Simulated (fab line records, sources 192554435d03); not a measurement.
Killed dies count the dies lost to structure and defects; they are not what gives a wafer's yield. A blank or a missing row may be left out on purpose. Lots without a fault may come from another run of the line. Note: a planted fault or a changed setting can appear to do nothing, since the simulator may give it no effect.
Chamber matching + flow n5_finfet + 3 sister chambers for N5_FIN_SAQP_PECVD_47 on pecvd-04
The step deposits a-Si from SiH4/He, target thk 45 nm, time 36.3 s. 16 wafers are shown with their chamber, then 8 later ones without.

== WAFERS PAIRED WITH THEIR CHAMBERS ==
| wafer  | chamber | showerhead_plenum_p_Torr (Torr) | throttle_valve_pct (%) | rf_fwd_power_W (W) |
|--------|---------|---------------------------------|------------------------|--------------------|
| L075.1 | 2       | 5.60                            | 17.3                   | 98.8               |
| L075.3 | 2       | 5.60                            | 16.9                   | 98.5               |
| L075.6 | 0       | 5.69                            | 18.3                   | 99.4               |
| L078.2 | 2       | 5.60                            | 17.1                   | 98.5               |
| L078.3 | 1       | 5.71                            | 18.6                   | 98.8               |
| L078.5 | 1       | 5.71                            | 18.4                   | 98.9               |
| L079.1 | 1       | 5.73                            | 18.2                   | 98.1               |
| L079.4 | 2       | 5.60                            | 17.1                   | 98.8               |
| L079.6 | 0       | 5.71                            | 18.3                   | 99.4               |
| L080.2 | 1       | 5.72                            | 18.8                   | 98.5               |
| L080.3 | 1       | 5.71                            | 18.5                   | 98.2               |
| L080.6 | 2       | 5.59                            | 16.7                   | 98.3               |
| L085.4 | 0       | 5.71                            | 18.4                   | 99.0               |
| L085.5 | 1       | 5.72                            | 18.4                   | 98.9               |
| L085.6 | 2       | 5.61                            | 17.3                   | 98.9               |
| L086.1 | 0       | 5.71                            | 18.6                   | 98.9               |

SIGNATURES, as means of the wafers listed above
| reading                  | chamber 0 | chamber 1 | chamber 2 | scatter within a chamber |
|--------------------------|-----------|-----------|-----------|--------------------------|
| showerhead_plenum_p_Torr | 5.7050    | 5.7167    | 5.6000    | 0.00801                  |
| throttle_valve_pct       | 18.400    | 18.483    | 17.067    | 0.204                    |
| rf_fwd_power_W           | 99.175    | 98.567    | 98.633    | 0.293                    |
Rule: a wafer lies at a distance from a chamber equal to the root of the sum of squares, over the readings, of (its reading less the chamber's mean, divided by the reading's scatter). The wafer belongs to the nearest chamber; if the next one is less than 2 further off, it can't be placed. The scatter: the root of (the sum of the squares of (reading less its chamber's mean) over the shown wafers, divided by (wafers less chambers)).

== WAFERS WITHOUT THEIR CHAMBER ==
| wafer  | showerhead_plenum_p_Torr (Torr) | throttle_valve_pct (%) | rf_fwd_power_W (W) |
|--------|---------------------------------|------------------------|--------------------|
| L086.3 | 5.71                            | 18.9                   | 98.4               |
| L086.4 | 5.60                            | 17.4                   | 98.3               |
| L088.1 | 5.72                            | 18.5                   | 98.4               |
| L088.2 | 5.70                            | 18.1                   | 98.8               |
| L088.6 | 5.61                            | 17.3                   | 98.6               |
| L092.1 | 5.72                            | 18.7                   | 98.7               |
| L092.2 | 5.70                            | 18.2                   | 98.6               |
| L092.6 | 5.61                            | 17.4                   | 98.8               |

== WHICH CHAMBER EACH WENT THROUGH ==
| wafer  | from the rows above     | in truth |
|--------|-------------------------|----------|
| L086.3 | can't be placed: 1 or 0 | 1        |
| L086.4 | 2                       | 2        |
| L088.1 | 1                       | 1        |
| L088.2 | can't be placed: 0 or 1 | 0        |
| L088.6 | 2                       | 2        |
| L092.1 | can't be placed: 1 or 0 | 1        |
| L092.2 | can't be placed: 0 or 1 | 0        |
| L092.6 | 2                       | 2        |
4 of 8 placed correctly. Unplaceable from these rows: 4, with the true chamber sitting among the candidates in 4. Placed wrongly: 0.
